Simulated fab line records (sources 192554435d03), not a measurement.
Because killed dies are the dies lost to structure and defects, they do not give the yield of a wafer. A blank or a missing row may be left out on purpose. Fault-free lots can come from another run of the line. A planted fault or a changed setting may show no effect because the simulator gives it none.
Matching of chambers -- flow n5-finfet -- N5_BEOL_M1_ETCH_74 on rie-diel-02: 4 sister chambers
The step etches underlayer in N2/H2, target depth 6.5 nm, time 5.2 s. 8 wafers are shown with their chamber, then 9 later ones without.

## WAFERS WITH THEIR CHAMBER
wafer,chamber,drypump-motor-current-A (A),throttle-valve-pct (%)
L081.3,0,5.0,17.90
L081.4,1,5.8,17.58
L083.1,1,5.8,17.58
L083.5,3,5.6,17.49
L083.6,2,6.5,18.21
L085.3,2,6.5,18.22
L085.4,0,5.1,17.90
L085.5,3,5.7,17.50

## WAFERS WITHOUT THEIR CHAMBER
wafer,drypump-motor-current-A (A),throttle-valve-pct (%)
L087.2,5.1,17.91
L087.4,6.5,18.23
L087.5,5.6,17.50
L088.3,5.1,17.91
L088.4,5.6,17.50
L088.5,5.8,17.61
L091.3,5.1,17.91
L091.4,5.6,17.52
L091.5,6.5,18.24

## WHICH CHAMBER EACH WENT THROUGH
wafer,from the rows above,in truth
L087.2,0,0
L087.4,2,2
L087.5,3,3
L088.3,0,0
L088.4,3,3
L088.5,1,1
L091.3,0,0
L091.4,3,3
L091.5,2,2
9 of 9 placed correctly. From these rows, 0 cannot be placed. 0 placed wrongly.
How it was worked out, from the rows above alone: a wafer's distance from a chamber is the root of the sum, over the readings, of the square of ((its reading less the chamber's mean) divided by the reading's scatter). If the next closest chamber is less than 2 further off than the closest, the wafer can't be placed; otherwise it belongs to the closest. A chamber's mean is the mean of its shown wafers. The scatter is the square root of a quotient: the sum, over the shown wafers, of each reading's squared deviation from its chamber's mean, divided by wafers minus chambers.
